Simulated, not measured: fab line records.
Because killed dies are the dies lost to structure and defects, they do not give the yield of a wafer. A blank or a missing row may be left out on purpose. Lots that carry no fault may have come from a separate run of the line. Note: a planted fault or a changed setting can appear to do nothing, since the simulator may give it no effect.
Which tool was responsible? -- flow nand harc -- 14 lots, 42 wafers sampled, at 2 steps of a route of 1302

== WHAT EACH GAUGE READ, for each wafer ==
NHARC_P_BONDPAD_OVL_MEAS_38.
lot,measured,on,overlay x nm (nm),overlay y nm (nm)
L565,day 6 23:47,overlay-02,-5 -5 -5,4 5 4
L566,day 7 13:44,overlay-01,4 4 3,2 2 3
L567,day 7 14:47,overlay-02,10 9 9,-2 -1 -1
L568,day 8 08:48,overlay-02,-2 -1 -1,0 1 0
L569,day 8 14:33,overlay-02,3 2 2,-3 -3 -2
L570,day 9 04:13,overlay-02,-3 -2 -3,-12 -13 -12
L572,day 9 21:20,overlay-02,1 1 1,0 0 0
L573,day 10 05:09,overlay-02,-10 -10 -10,11 10 11
L576,day 11 15:37,overlay-01,2 2 1,11 11 11
L580,day 13 12:22,overlay-02,11 10 10,5 4 5
L582,day 13 21:29,overlay-01,2 2 2,2 2 2
L583,day 14 11:01,overlay-02,2 2 2,9 9 10
L585,day 15 03:17,overlay-02,-8 -7 -8,-8 -7 -7
L584,day 15 03:47,overlay-02,0 0 0,12 12 12

== EACH LOT AND THE TOOL THAT RAN IT (in order: tool; ch and the chambers of the sampled wafers; start) ==
lot,NHARC_P_M2_PVD_21
L565,"pvd sputter-02, day 6 23:47 or earlier"
L566,"pvd sputter-03, day 7 13:44 or earlier"
L567,"pvd sputter-03, day 7 14:47 or earlier"
L568,"pvd sputter-01, day 8 08:48 or earlier"
L569,"pvd sputter-02, day 8 14:33 or earlier"
L570,"pvd sputter-02, day 9 04:13 or earlier"
L572,"pvd sputter-01, day 9 21:20 or earlier"
L573,"pvd sputter-01, day 10 05:09 or earlier"
L576,"pvd sputter-03, day 11 15:37 or earlier"
L580,"pvd sputter-02, day 13 12:22 or earlier"
L582,"pvd sputter-01, day 13 21:29 or earlier"
L583,"pvd sputter-01, day 14 11:01 or earlier"
L585,"pvd sputter-02, day 15 03:17 or earlier"
L584,"pvd sputter-03, day 15 03:47 or earlier"
- NHARC_P_M2_PVD_21: deposits Cu, target thk 30 nm, time 20.49 s.

== WHAT THE TOOLS THEMSELVES READ (means of the sampled wafers that have a number; where no wafer has one, the mark that the record gives instead) ==
NHARC_P_M2_PVD_21.
lot,tool,substrate temp c (C),throttle valve pct (%)
L565,pvd sputter-02,29.90,30.4
L566,pvd sputter-03,29.99,28.9
L567,pvd sputter-03,29.93,29.2
L568,pvd sputter-01,29.97,30.7
L569,pvd sputter-02,29.94,30.4
L570,pvd sputter-02,30.04,30.4
L572,pvd sputter-01,30.04,30.9
L573,pvd sputter-01,29.94,30.5
L576,pvd sputter-03,30.06,29.1
L580,pvd sputter-02,29.99,30.4
L582,pvd sputter-01,29.93,30.7
L583,pvd sputter-01,30.07,30.4
L585,pvd sputter-02,29.95,31.1
L584,pvd sputter-03,30.07,29.8

== THE ANSWER, worked out from the rows above alone ==
Rule: usual is defined by the lots themselves. The widest of any qualifying gaps counts: lots, ordered by their means at a reading, are off when they make up no more than a third of the lots, leave a main group of 4 or more, and stand apart from it by 3 or more times the standard deviation of that group's means. If all means in a main group match to the digits the tables above print for the reading, that group is not used. A lot without any number at a reading at which 4 lots or more have one is off too. Where the step has rows for the other lots, those lots are counted as sound. The gauges are gone through in route order, then the tools' own readings, and for those a lot's mean is taken as printed above. At the first step where some lot is off, the reading lying furthest off is the one used; lots without a number count as furthest.
Across all readings shown, no lot is off: no conclusion can be drawn from this.

== WHAT THE SIMULATOR HAD PUT IN ==
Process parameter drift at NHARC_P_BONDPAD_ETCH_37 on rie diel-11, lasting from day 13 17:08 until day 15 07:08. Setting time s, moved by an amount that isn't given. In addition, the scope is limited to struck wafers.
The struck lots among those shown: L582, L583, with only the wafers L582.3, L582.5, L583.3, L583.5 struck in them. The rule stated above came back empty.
